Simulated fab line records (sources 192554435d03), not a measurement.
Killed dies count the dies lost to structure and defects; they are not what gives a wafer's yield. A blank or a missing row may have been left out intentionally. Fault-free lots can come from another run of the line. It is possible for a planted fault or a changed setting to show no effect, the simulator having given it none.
Matching of chambers + flow n5Finfet + aldSin-02 running N5_FIN_SAQP_ALD_61: 4 sister chambers
The step deposits SiO2, target thk 4 nm, pulse time 1 s, purge time 2 s. 8 wafers are shown with their chamber, then 9 later ones without.

EACH WAFER AND ITS CHAMBER
| wafer  | chamber | heaterPowerW (W) | precursorPulseHeightRel |
|--------|---------|------------------|-------------------------|
| L083.1 | 2       | 416              | 0.981                   |
| L083.2 | 3       | 437              | 0.956                   |
| L087.1 | 1       | 446              | 1.001                   |
| L087.2 | 0       | 501              | 1.017                   |
| L087.6 | 3       | 441              | 1.002                   |
| L088.2 | 2       | 405              | 0.979                   |
| L088.5 | 0       | 508              | 1.008                   |
| L088.6 | 1       | 432              | 1.007                   |

WAFERS WHOSE CHAMBER IS MISSING
| wafer  | heaterPowerW (W) | precursorPulseHeightRel |
|--------|------------------|-------------------------|
| L090.2 | 436              | 1.015                   |
| L090.3 | 500              | 0.984                   |
| L090.4 | 400              | 0.997                   |
| L094.4 | 438              | 1.004                   |
| L094.5 | 426              | 0.981                   |
| L094.6 | 402              | 0.980                   |
| L097.4 | 426              | 1.031                   |
| L097.5 | 404              | 0.968                   |
| L097.6 | 446              | 0.967                   |

WHICH CHAMBER EACH WENT THROUGH
| wafer  | from the rows above          | in truth |
|--------|------------------------------|----------|
| L090.2 | can't be placed: 1 or 3      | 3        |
| L090.3 | 0                            | 0        |
| L090.4 | 2                            | 2        |
| L094.4 | can't be placed: 1 or 3      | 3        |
| L094.5 | can't be placed: 3 or 2 or 1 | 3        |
| L094.6 | 2                            | 2        |
| L097.4 | can't be placed: 1 or 3 or 2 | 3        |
| L097.5 | 2                            | 2        |
| L097.6 | can't be placed: 3 or 1      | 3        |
4 of 9 placed correctly. Not placeable from these rows: 5 (in 5, the candidates include the true chamber). 0 placed wrongly.
How it was worked out, from the rows above alone: a wafer's distance from a chamber is the root of the sum, over the readings, of the square of ((its reading less the chamber's mean) divided by the reading's scatter). The wafer belongs to the nearest chamber; if the next one is less than 2 further off, it can't be placed. The mean given for a chamber averages the wafers shown for that chamber. How the scatter is found: for the shown wafers, subtract from each reading the mean of its chamber, square and add these, divide the total by (wafers less chambers), then take the root.
